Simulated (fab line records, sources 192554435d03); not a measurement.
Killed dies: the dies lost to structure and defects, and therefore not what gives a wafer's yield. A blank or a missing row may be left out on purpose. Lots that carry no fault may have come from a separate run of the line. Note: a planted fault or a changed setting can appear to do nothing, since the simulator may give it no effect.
fab line records    flow n5_finfet
record lots=6  wafers=18  last_day=17
route steps=1938 shown BEOL_M5@1129
lots untouched by any fault: they come from a run of this same line in which no faults occurred
start_h: start of the lot's first displayed wafer, in hours after the record's first day    wait_h: hours from the lot's prior step to this one    " repeats the value in the row above    L1.1+2: one row covering several wafers at once    - value missing, or start not given    * or withheld: withheld    < > ~ a bound
route shown NAME@n: NAME is a module with steps in the file, n the number in the route of the first one    usual: average and standard deviation across the fault-free wafers    same: alike in all rows    chamber/n: place in a boat    sites: per-site readings    _std_site: standard deviation of those values    _edge_site: inner sites' mean taken away from outer sites' mean    radius_mm: how far each site lies from the wafer's centre    mask NAME#n: copy n    behind: tool/chamber where the wafer was last shaped    hold: what put the lot on hold/how long, in hours/how the hold closed    device: the n, p or np transistor that did not switch    end of line: the tests these same wafers got at the end of their route    step lacking rows: just its recipe    killed: the dies lost at the first sort to structure and to defects; this is not the yield of the wafer    map: per-die view of a wafer (x killed, . not killed, _ where there is no die)
set.NAME: the run value of the setting; set.NAME@STEP: its run value at that earlier step    model.NAME: the simulator's own value behind a step, which no gauge read
a table for each step, a row for each wafer; lots at some steps of the route
services: from which hour (start_h, from the record's first day; less than 0 if before it) a tool's chamber was out of use, for how many hours, and why
## steps
# step N5_BEOL_M5_DESCUM_16
# recipe chemistry=O2  time_s=7  source_power_w=50  bias_power_w=20  pressure_mtorr=20  rf_frequency_hz=2.712e+07  temp_c=40  resist=CAR-EUV  o2_flow_sccm=225
# step N5_BEOL_M5_ETCH_72
# recipe chemistry=N2/H2  target=underlayer  target_depth_a=65  mask_material=CAR-EUV  time_s=5.2  ion_energy_ev=200  pressure_mtorr=30  source_w=840  bias_w=150  n2_flow_sccm=200  h2_flow_sccm=200  ends=cleared
# usual drypump_motor_current_A=5.7/0.51  etch_rf_on_time_s=5.22/0.11  oes_product_au=0.67/0.066  rf_vpp_V=523.6/2.8  showerhead_plenum_p_Torr=2.54/0.098  throttle_valve_pct=17.82/0.24
lot.wafer  tool         chamber  start_h  wait_h  drypump_motor_current_A  etch_rf_on_time_s  oes_product_au  rf_hours_counter_h  rf_vpp_V  showerhead_plenum_p_Torr  throttle_valve_pct
L825.1     rie_diel-03  2        159.64   0.0     5.0                      5.29               0.64            151                 520.7     2.42                      17.56
L825.5     "            1        "        "       6.1                      5.22               0.77            -                   521.9     2.51                      17.87
L825.6     "            2        "        "       5.0                      5.32               0.64            -                   520.7     2.42                      17.56
L834.1     rie_diel-03  3        209.48   0.0     5.4                      5.26               0.60            239                 526.7     2.61                      17.99
L834.2     "            2        "        "       5.1                      5.29               0.64            166                 522.0     2.42                      17.58
L834.3     "            0        "        "       5.9                      5.40               0.62            170                 525.8     2.54                      18.09
L837.3     rie_diel-03  2        236.02   0.0     5.1                      5.22               0.63            175                 521.0     2.41                      17.63
L837.5     "            3        "        "       5.4                      5.27               0.59            -                   527.3     2.61                      17.94
L837.6     "            2        "        "       5.1                      5.19               0.64            -                   521.3     2.41                      17.61
L841.2     rie_diel-01  2        249.84   0.0     5.0                      5.19               0.86            2                   522.3     2.50                      18.00
L841.3     "            3        "        "       5.4                      5.24               0.58            226                 520.8     2.43                      17.98
L841.5     "            0        "        "       4.9                      5.16               0.71            -                   523.5     2.59                      18.08
L847.1     rie_diel-01  1        298.67   0.0     5.8                      5.08               0.70            81                  525.4     2.57                      17.81
L847.5     "            2        "        "       5.0                      5.23               0.80            -                   522.2     2.50                      18.02
L847.6     "            3        "        "       5.3                      5.38               0.57            -                   519.7     2.42                      17.97
L848.1     rie_diel-03  0        312.87   0.0     5.9                      5.41               0.58            204                 522.5     2.53                      18.17
L848.4     "            2        "        "       5.0                      5.21               0.62            202                 518.4     2.40                      17.67
L848.5     "            0        "        "       5.9                      5.42               0.59            -                   524.2     2.53                      18.17
# step N5_BEOL_M5_ETCH_61
# recipe chemistry=CF4  target=SiARC  target_depth_a=156  mask_material=CAR-EUV  time_s=26  ion_energy_ev=80  pressure_mtorr=40  source_w=545  bias_w=36  Ar_flow_sccm=100  cf4_flow_sccm=100  ends=cleared
# step N5_BEOL_M5_ETCH_62
# recipe chemistry=N2/H2  target=SOC  target_depth_a=750  overetch_a=150  mask_material=SiARC  temp_c=40  time_s=112.5  ion_energy_ev=200  pressure_mtorr=30  source_w=840  bias_w=150  n2_flow_sccm=200  h2_flow_sccm=200
# usual drypump_motor_current_A=5.7/0.51  oes_product_au=0.62/0.059  rf_vpp_V=523.6/2.8  showerhead_plenum_p_Torr=2.54/0.098  throttle_valve_pct=17.78/0.24
lot.wafer  tool         chamber  start_h  wait_h  drypump_motor_current_A  oes_product_au  rf_hours_counter_h  rf_vpp_V  showerhead_plenum_p_Torr  throttle_valve_pct
L825.1     rie_diel-03  2        159.68   0.0     5.1                      0.61            151                 521.7     2.42                      17.52
L825.5     "            1        "        "       6.1                      0.72            -                   521.9     2.51                      17.82
L825.6     "            2        "        "       5.1                      0.60            -                   520.0     2.42                      17.53
L834.1     rie_diel-03  3        209.52   0.0     5.4                      0.56            239                 524.7     2.61                      17.93
L834.2     "            2        "        "       5.0                      0.59            166                 519.9     2.41                      17.57
L834.3     "            0        "        "       5.9                      0.58            170                 522.9     2.54                      18.06
L837.3     rie_diel-03  2        236.06   0.0     5.1                      0.58            175                 519.9     2.41                      17.57
L837.5     "            3        "        "       5.4                      0.56            -                   525.9     2.61                      17.93
L837.6     "            2        "        "       5.1                      0.59            -                   521.6     2.41                      17.59
L841.2     rie_diel-01  2        249.89   0.0     5.0                      0.79            2                   522.3     2.50                      17.97
L841.3     "            3        "        "       5.3                      0.55            226                 519.3     2.43                      17.93
L841.5     "            0        "        "       4.9                      0.66            -                   525.6     2.59                      18.06
L847.1     rie_diel-01  1        298.71   0.0     5.8                      0.64            81                  523.9     2.57                      17.78
L847.5     "            2        "        "       5.0                      0.75            -                   523.0     2.50                      17.98
L847.6     "            3        "        "       5.3                      0.54            -                   519.7     2.42                      17.94
L848.1     rie_diel-03  0        312.91   0.0     5.9                      0.56            204                 523.7     2.53                      18.14
L848.4     "            2        "        "       5.1                      0.58            202                 521.1     2.40                      17.63
L848.5     "            0        "        "       5.9                      0.56            -                   523.6     2.53                      18.13
# step N5_BEOL_M5_STRIP_63
# recipe chemistry=N2/H2  temp_c=40  n2_flow_sccm=200  h2_flow_sccm=200  rf_frequency_hz=6e+07
# step N5_BEOL_M5_STRIP_73
# recipe chemistry=N2/H2  temp_c=40  n2_flow_sccm=200  h2_flow_sccm=200  rf_frequency_hz=6e+07
# step N5_BEOL_M5_STRIP_64
# recipe chemistry=CF4  resist=SiARC  power_w=300  bias_power_w=75  pressure_mtorr=50  cf4_flow_sccm=150  rf_frequency_hz=6e+07
# step N5_BEOL_M5_HM_OPEN_17
# recipe chemistry=Cl2/BCl3  target_depth_a=200  overetch_a=60  target=TiN  mask_material=SOC  ion_energy_ev=150  pressure_mtorr=10  icp_w=1000  bias_w=126  Cl2_flow_sccm=53.25  bcl3_flow_sccm=21.75  Ar_flow_sccm=25
# step N5_BEOL_M5_STRIP_19
# recipe chemistry=O2  power_w=400  temp_c=40  pressure_mtorr=30  rf_frequency_hz=6e+07  bias_power_w=0  overash_fraction=0.2  o2_flow_sccm=225
# usual drypump_motor_current_A=5.8/0.53  oes_product_au=0.78/0.076  rf_vpp_V=3.6/0.44  showerhead_plenum_p_Torr=2.11/0.087  throttle_valve_pct=16.62/0.19
# same bias_power_w=0
lot.wafer  tool         chamber  start_h  wait_h  drypump_motor_current_A  oes_product_au  rf_hours_counter_h  rf_vpp_V  showerhead_plenum_p_Torr  throttle_valve_pct
L825.1     rie_diel-01  3        160.03   0.1     5.4                      0.69            202                 4.9       1.99                      16.64
L825.5     "            0        "        "       4.9                      0.87            -                   3.8       2.13                      16.65
L825.6     "            1        "        "       5.8                      0.87            -                   3.4       2.15                      16.68
L834.1     rie_diel-05  0        209.80   0.1     5.6                      0.75            128                 3.9       1.96                      16.72
L834.2     "            3        "        "       5.7                      0.70            219                 3.8       2.18                      16.57
L834.3     "            2        "        "       6.7                      0.80            111                 3.6       2.20                      16.27
L837.3     rie_diel-03  1        236.34   0.1     6.1                      0.87            59                  2.7       2.04                      16.48
L837.5     "            0        "        "       5.9                      0.72            -                   4.1       2.10                      16.87
L837.6     "            1        "        "       6.1                      0.87            -                   3.1       2.04                      16.49
L841.2     rie_diel-01  0        250.17   0.1     4.9                      0.83            83                  3.7       2.12                      16.72
L841.3     "            3        "        "       5.4                      0.67            226                 3.0       1.98                      16.68
L841.5     "            1        "        "       5.8                      0.82            -                   3.0       2.14                      16.74
L847.1     rie_diel-05  1        299.09   0.2     6.1                      0.79            94                  3.8       2.20                      16.47
L847.5     "            1        "        "       6.1                      0.78            -                   3.9       2.20                      16.46
L847.6     "            2        "        "       6.7                      0.78            -                   3.6       2.19                      16.34
L848.1     rie_diel-05  1        313.19   0.1     6.1                      0.78            99                  3.7       2.20                      16.50
L848.4     "            0        "        "       5.6                      0.73            -                   3.5       1.94                      16.79
L848.5     "            1        "        "       6.1                      0.79            -                   3.3       2.20                      16.48
# step N5_BEOL_M5_CD_MEAS_18
# recipe pitch_nm=56  target_cd_nm=28
# usual cd_nm=28.1/0.37
lot.wafer  tool       chamber  start_h  wait_h  cd_nm
L825.1     cd_sem-02  -        160.10   0.0     27.8
L825.5     "          -        "        "       27.9
L825.6     "          -        "        "       28.6
L834.1     cd_sem-03  -        209.87   0.0     28.3
L834.2     "          -        "        "       28.6
L834.3     "          -        "        "       27.7
L837.3     cd_sem-03  -        236.41   0.1     28.5
L837.5     "          -        "        "       28.0
L837.6     "          -        "        "       28.1
L841.2     cd_sem-01  -        250.24   0.1     28.4
L841.3     "          -        "        "       28.3
L841.5     "          -        "        "       28.1
L847.1     cd_sem-02  -        299.16   0.0     27.6
L847.5     "          -        "        "       28.3
L847.6     "          -        "        "       27.9
L848.1     cd_sem-03  -        313.26   0.0     28.2
L848.4     "          -        "        "       28.1
L848.5     "          -        "        "       27.7
# step N5_BEOL_M5_COAT_65
# recipe resist=SOC  temp_c=250  time_s=60  spin_rpm=1500  resist_thk_nm=60
# step N5_BEOL_M5_COAT_66
# recipe resist=SiARC  temp_c=220  time_s=60  spin_rpm=1500  resist_thk_nm=12
# step N5_BEOL_M5_COAT_74
# recipe resist=underlayer  temp_c=205  time_s=60  spin_rpm=1500  resist_thk_nm=5
# usual chill_plate_temp_C=23.02/0.11  spin_speed_rpm=1500.0/1.2
lot.wafer  tool            chamber  start_h  wait_h  chill_plate_temp_C  spin_speed_rpm
L825.1     litho_track-03  0        161.43   -       22.70               1501.3
L825.5     "               0        "        "       22.80               1500.8
L825.6     "               0        "        "       22.89               1500.3
L834.1     litho_track-04  0        210.45   -       23.13               1498.8
L834.2     "               0        "        "       23.12               1499.9
L834.3     "               0        "        "       23.10               1501.2
L837.3     litho_track-04  0        236.45   -       22.94               1678.4
L837.5     "               0        "        "       23.16               1679.9
L837.6     "               0        "        "       23.07               1676.9
L841.2     litho_track-04  0        250.28   -       22.94               1678.2
L841.3     "               0        "        "       22.91               1676.8
L841.5     "               0        "        "       22.79               1676.0
L847.1     litho_track-03  0        299.21   -       22.82               1503.1
L847.5     "               0        "        "       22.96               1499.6
L847.6     "               0        "        "       22.96               1502.3
L848.1     litho_track-04  0        313.30   -       22.97               1500.3
L848.4     "               0        "        "       23.13               1500.2
L848.5     "               0        "        "       22.86               1499.7
# step N5_BEOL_M5_COAT_22
# recipe resist=CAR-EUV  spin_rpm=1500  resist_thk_nm=30
# step N5_BEOL_M5_EBR_24
# recipe solvent=PGMEA  ebr_width_mm=1.5
# step N5_BEOL_M5_SOFTBAKE_23
# recipe temp_c=110  time_s=60  resist=CAR-EUV
# step N5_BEOL_M5_EXPOSE_25
# recipe mask_id=V4  na=0.33  source_shape=quasar  sigma_inner=0.2  sigma_outer=0.6  polarization=unpolarized  defocus_nm=10  dose_mj=52.75
# step N5_BEOL_M5_PEB_26
# recipe peb_temp_c=100  peb_time_s=60  resist=CAR-EUV
# step N5_BEOL_M5_DEVELOP_27
# recipe develop_time_s=30  developer=TMAH  resist=CAR-EUV  rinse_liquid=surfactant_rinse  dry=air_spin  dev_temp_c=23
# step N5_BEOL_M5_CD_MEAS_28
# recipe target_cd_nm=30.6  landing_energy_ev=500  detector=se_inlens  target_cd_y_nm=20  polarity=opening
# usual cd_nm=30.59/0.23
# same landing_energy_ev=500
lot.wafer  tool       chamber  start_h  wait_h  cd_nm
L825.1     cd_sem-03  0        161.70   -       30.13
L825.5     "          0        "        "       30.67
L825.6     "          0        "        "       30.53
L834.1     cd_sem-03  0        210.84   -       30.96
L834.2     "          0        "        "       30.46
L834.3     "          0        "        "       30.22
L837.3     cd_sem-01  0        236.73   -       30.69
L837.5     "          0        "        "       30.75
L837.6     "          0        "        "       30.38
L841.2     cd_sem-03  0        250.55   -       30.82
L841.3     "          0        "        "       30.56
L841.5     "          0        "        "       30.62
L847.1     cd_sem-01  0        299.48   -       30.24
L847.5     "          0        "        "       30.67
L847.6     "          0        "        "       30.70
L848.1     cd_sem-02  0        313.70   -       30.76
L848.4     "          0        "        "       30.32
L848.5     "          0        "        "       30.69
# step N5_BEOL_M5_OVL_MEAS_29
# recipe points_per_wafer=522
# usual V4_OVL=-0.2/0.72
lot.wafer  tool        chamber  start_h  wait_h  V4_OVL[nm]
L825.1     overlay-01  0        161.73   0.0     -0.7
L825.5     "           0        "        "       -1.1
L825.6     "           0        "        "       -1.4
L834.1     overlay-01  0        210.87   0.0     -0.9
L834.2     "           0        "        "       -0.1
L834.3     "           0        "        "       -0.5
L837.3     overlay-02  0        236.76   0.0     0.4
L837.5     "           0        "        "       -0.2
L837.6     "           0        "        "       0.4
L841.2     overlay-02  0        250.58   0.0     -1.4
L841.3     "           0        "        "       0.0
L841.5     "           0        "        "       -0.3
L847.1     overlay-01  0        299.51   0.0     0.5
L847.5     "           0        "        "       0.9
L847.6     "           0        "        "       1.4
L848.1     overlay-02  0        313.73   0.0     0.5
L848.4     "           0        "        "       0.1
L848.5     "           0        "        "       -0.4
# step N5_BEOL_M5_INSPECT_30
# recipe mode=adi  inspect_instrument=brightfield
# usual raw_defect_count=415/94
lot.wafer  tool               chamber  start_h  wait_h  raw_defect_count
L825.1     defect_inspect-01  -        161.79   0.1     567
L825.5     "                  -        "        "       600
L825.6     "                  -        "        "       521
L834.1     defect_inspect-02  -        210.93   0.1     441
L834.2     "                  -        "        "       466
L834.3     "                  -        "        "       444
L837.3     defect_inspect-02  -        236.81   0.0     394
L837.5     "                  -        "        "       364
L837.6     "                  -        "        "       402
L841.2     defect_inspect-02  -        250.64   0.0     471
L841.3     "                  -        "        "       388
L841.5     "                  -        "        "       408
L847.1     defect_inspect-02  -        299.57   0.1     484
L847.5     "                  -        "        "       415
L847.6     "                  -        "        "       360
L848.1     defect_inspect-02  -        313.79   0.1     358
L848.4     "                  -        "        "       459
L848.5     "                  -        "        "       425
# step N5_BEOL_M5_DESCUM_33
# recipe chemistry=O2  time_s=7  source_power_w=50  bias_power_w=20  pressure_mtorr=20  rf_frequency_hz=2.712e+07  temp_c=40  resist=CAR-EUV  o2_flow_sccm=225
# usual bias_power_w=19.99/0.061  drypump_motor_current_A=5.7/0.52  oes_product_au=0.79/0.081  rf_vpp_V=243.0/1.7  showerhead_plenum_p_Torr=2.09/0.089  throttle_valve_pct=20.39/0.2
lot.wafer  tool         chamber  start_h  wait_h  bias_power_w  drypump_motor_current_A  oes_product_au  rf_hours_counter_h  rf_vpp_V  showerhead_plenum_p_Torr  throttle_valve_pct
L825.1     rie_diel-01  3        162.11   0.3     19.94         5.3                      0.69            203                 241.7     1.99                      20.40
L825.5     "            0        "        "       19.91         4.9                      0.86            -                   243.0     2.12                      20.49
L825.6     "            1        "        "       19.90         5.8                      0.86            -                   244.9     2.14                      20.52
L834.1     rie_diel-01  1        211.04   0.1     19.88         5.8                      0.84            50                  246.2     2.14                      20.55
L834.2     "            0        "        "       20.06         4.9                      0.86            68                  244.5     2.12                      20.50
L834.3     "            2        "        "       19.99         5.0                      0.68            242                 243.1     2.04                      20.84
L837.3     rie_diel-01  1        236.85   0.0     19.93         5.7                      0.83            61                  244.5     2.13                      20.55
L837.5     "            1        "        "       19.96         5.8                      0.83            -                   243.2     2.13                      20.55
L837.6     "            0        "        "       20.05         4.9                      0.84            -                   243.0     2.11                      20.52
L841.2     rie_diel-05  3        250.74   0.1     19.92         5.7                      0.68            232                 244.8     2.17                      20.31
L841.3     "            2        "        "       20.11         6.8                      0.79            123                 244.2     2.19                      20.02
L841.5     "            0        "        "       20.13         5.6                      0.75            -                   239.5     1.95                      20.56
L847.1     rie_diel-01  0        299.60   0.0     20.08         4.9                      0.81            99                  244.4     2.11                      20.56
L847.5     "            0        "        "       20.04         4.9                      0.81            -                   244.0     2.11                      20.54
L847.6     "            3        "        "       20.00         5.4                      0.66            -                   240.6     1.97                      20.45
L848.1     rie_diel-03  1        313.82   0.0     20.02         6.1                      0.83            86                  241.2     2.02                      20.34
L848.4     "            2        "        "       20.02         5.1                      0.72            202                 241.2     2.00                      20.46
L848.5     "            2        "        "       20.03         5.1                      0.71            -                   241.5     2.00                      20.48
# step N5_BEOL_M5_ETCH_75
# recipe chemistry=N2/H2  target=underlayer  target_depth_a=65  mask_material=CAR-EUV  time_s=5.2  ion_energy_ev=200  pressure_mtorr=30  source_w=840  bias_w=150  n2_flow_sccm=200  h2_flow_sccm=200  ends=cleared
# usual drypump_motor_current_A=5.7/0.52  etch_rf_on_time_s=5.17/0.12  oes_product_au=0.68/0.068  rf_vpp_V=524/3.2  showerhead_plenum_p_Torr=2.54/0.11  throttle_valve_pct=17.80/0.23
lot.wafer  tool         chamber  start_h  wait_h  drypump_motor_current_A  etch_rf_on_time_s  oes_product_au  rf_hours_counter_h  rf_vpp_V  showerhead_plenum_p_Torr  throttle_valve_pct  model.etch.depth_nm  model.CAR-EUV_of_BEOL_M5_COAT_22.thk_nm
L825.1     rie_diel-01  3        162.14   0.0     5.4                      5.15               0.60            203                 522       2.43                      17.92               4.984                20.4
L825.5     "            0        "        "       4.9                      5.12               0.75            -                   526       2.60                      18.05               4.99                 20.2
L825.6     "            1        "        "       5.8                      4.97               0.76            -                   525       2.59                      17.75               4.988                20.4
L834.1     rie_diel-01  1        211.07   0.0     5.8                      5.02               0.74            50                  524       2.58                      17.77               5                    20.4
L834.2     "            0        "        "       4.9                      5.16               0.74            68                  525       2.59                      18.07               5.004                20.2
L834.3     "            2        "        "       5.0                      5.35               0.58            242                 526       2.51                      18.45               5.002                20.4
L837.3     rie_diel-01  1        236.88   0.0     5.8                      4.72               0.72            61                  527       2.57                      17.79               4.725                20.6
L837.5     "            1        "        "       5.8                      4.78               0.72            -                   525       2.57                      17.80               4.721                20.6
L837.6     "            0        "        "       4.9                      4.85               0.72            -                   526       2.59                      18.09               4.723                20.6
L841.2     rie_diel-05  3        250.77   0.0     5.8                      5.00               0.58            232                 525       2.60                      17.50               4.721                20.6
L841.3     "            2        "        "       6.8                      4.80               0.69            123                 528       2.66                      17.52               4.726                20.6
L841.5     "            0        "        "       5.6                      4.78               0.65            -                   520       2.34                      17.83               4.72                 20.4
L847.1     rie_diel-01  0        299.63   0.0     4.9                      5.19               0.70            99                  522       2.58                      18.10               5.01                 20.2
L847.5     "            0        "        "       4.9                      5.13               0.70            -                   522       2.58                      18.10               5.015                20.2
L847.6     "            3        "        "       5.4                      5.27               0.57            -                   521       2.42                      17.99               5.011                20.2
L848.1     rie_diel-03  1        313.86   0.0     6.1                      5.30               0.70            86                  523       2.49                      17.95               5.01                 20.4
L848.4     "            2        "        "       5.1                      5.17               0.62            202                 522       2.40                      17.66               4.993                20.4
L848.5     "            2        "        "       5.0                      5.14               0.62            -                   521       2.40                      17.69               5.005                20.4
# step N5_BEOL_M5_ETCH_67
# recipe chemistry=CF4  target=SiARC  target_depth_a=156  mask_material=CAR-EUV  time_s=26  ion_energy_ev=80  pressure_mtorr=40  source_w=545  bias_w=36  Ar_flow_sccm=100  cf4_flow_sccm=100  ends=cleared
# usual drypump_motor_current_A=5.7/0.52  etch_rf_on_time_s=25.8/0.6  oes_product_au=0.68/0.069  rf_vpp_V=184.0/1.3  showerhead_plenum_p_Torr=2.13/0.083  throttle_valve_pct=15.53/0.19
lot.wafer  tool         chamber  start_h  wait_h  drypump_motor_current_A  etch_rf_on_time_s  oes_product_au  rf_hours_counter_h  rf_vpp_V  showerhead_plenum_p_Torr  throttle_valve_pct
L825.1     rie_diel-01  3        162.16   0.0     5.3                      26.2               0.60            203                 183.3     2.05                      15.65
L825.5     "            0        "        "       4.9                      25.7               0.74            -                   184.7     2.16                      15.51
L825.6     "            1        "        "       5.8                      25.3               0.76            -                   184.8     2.18                      15.54
L834.1     rie_diel-01  1        211.09   0.0     5.8                      25.3               0.73            50                  183.9     2.17                      15.60
L834.2     "            0        "        "       4.9                      25.5               0.74            68                  184.0     2.16                      15.54
L834.3     "            2        "        "       5.0                      26.9               0.58            242                 184.2     2.11                      16.15
L837.3     rie_diel-01  1        236.90   0.0     5.8                      25.5               0.72            61                  184.5     2.17                      15.60
L837.5     "            1        "        "       5.8                      25.4               0.72            -                   185.6     2.17                      15.59
L837.6     "            0        "        "       4.9                      25.7               0.72            -                   185.0     2.15                      15.58
L841.2     rie_diel-05  3        250.79   0.0     5.8                      26.2               0.59            232                 182.9     2.20                      15.44
L841.3     "            2        "        "       6.7                      25.1               0.69            123                 184.9     2.22                      15.18
L841.5     "            0        "        "       5.6                      25.2               0.65            -                   181.7     1.99                      15.60
L847.1     rie_diel-01  0        299.65   0.0     4.9                      25.9               0.70            99                  184.7     2.15                      15.60
L847.5     "            0        "        "       4.9                      25.7               0.71            -                   186.0     2.15                      15.61
L847.6     "            3        "        "       5.3                      26.4               0.57            -                   183.3     2.04                      15.72
L848.1     rie_diel-03  1        313.87   0.0     6.1                      26.4               0.71            86                  182.3     2.08                      15.48
L848.4     "            2        "        "       5.1                      25.8               0.62            202                 182.9     2.05                      15.77
L848.5     "            2        "        "       5.0                      26.1               0.61            -                   181.9     2.05                      15.76
## services
tool         chamber  start_h  hours  kind
rie_diel-01  1        140.00   12.9   repair
rie_diel-05  -        159.79   0.5    repair
rie_diel-03  0        181.89   7.9    repair
rie_diel-01  3        211.88   14.8   repair
rie_diel-01  2        230.42   -      clean
rie_diel-01  2        230.42   -      consumable_replace:focus_ring
rie_diel-01  2        230.42   13.2   scheduled_down
rie_diel-01  2        230.42   13.2   vent_cycle
rie_diel-03  3        232.01   2.0    repair
rie_diel-03  3        245.09   -      clean
rie_diel-03  3        245.09   -      consumable_replace:focus_ring
rie_diel-03  3        245.09   17.9   scheduled_down
rie_diel-03  3        245.09   17.9   vent_cycle
rie_diel-03  3        266.40   4.3    repair
rie_diel-05  3        288.80   4.2    repair
rie_diel-03  0        289.36   5.6    repair
rie_diel-05  3        307.51   -      clean
rie_diel-05  3        307.51   -      consumable_replace:focus_ring
rie_diel-05  3        307.51   17.0   scheduled_down
rie_diel-05  3        307.51   17.0   vent_cycle
## key
first_sign step=N5_BEOL_M5_COAT_74  reading=spin_speed_rpm  direction=up  sigmas=99+  usual=*  struck=*
effect step=N5_BEOL_M5_ETCH_75  reading=etch_rf_on_time_s  direction=down  sigmas=2.9  usual=*  struck=*  wafers_moved=5
model_effect step=N5_BEOL_M5_ETCH_75  value=etch.depth_nm  without=4.996  struck=4.723
met_at N5_BEOL_M5_COAT_74
struck_wafers L837.3,L837.5,L837.6,L841.2,L841.3,L841.5
onset_between 210.45 236.45
fault kind=process_parameter_drift  tool=litho_track-04  chamber=-  onset_h=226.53  steps=N5_BEOL_M5_COAT_74  channel=spin_rpm  offset=*  shape=step  end_h=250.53  acts_in=*  stated=*
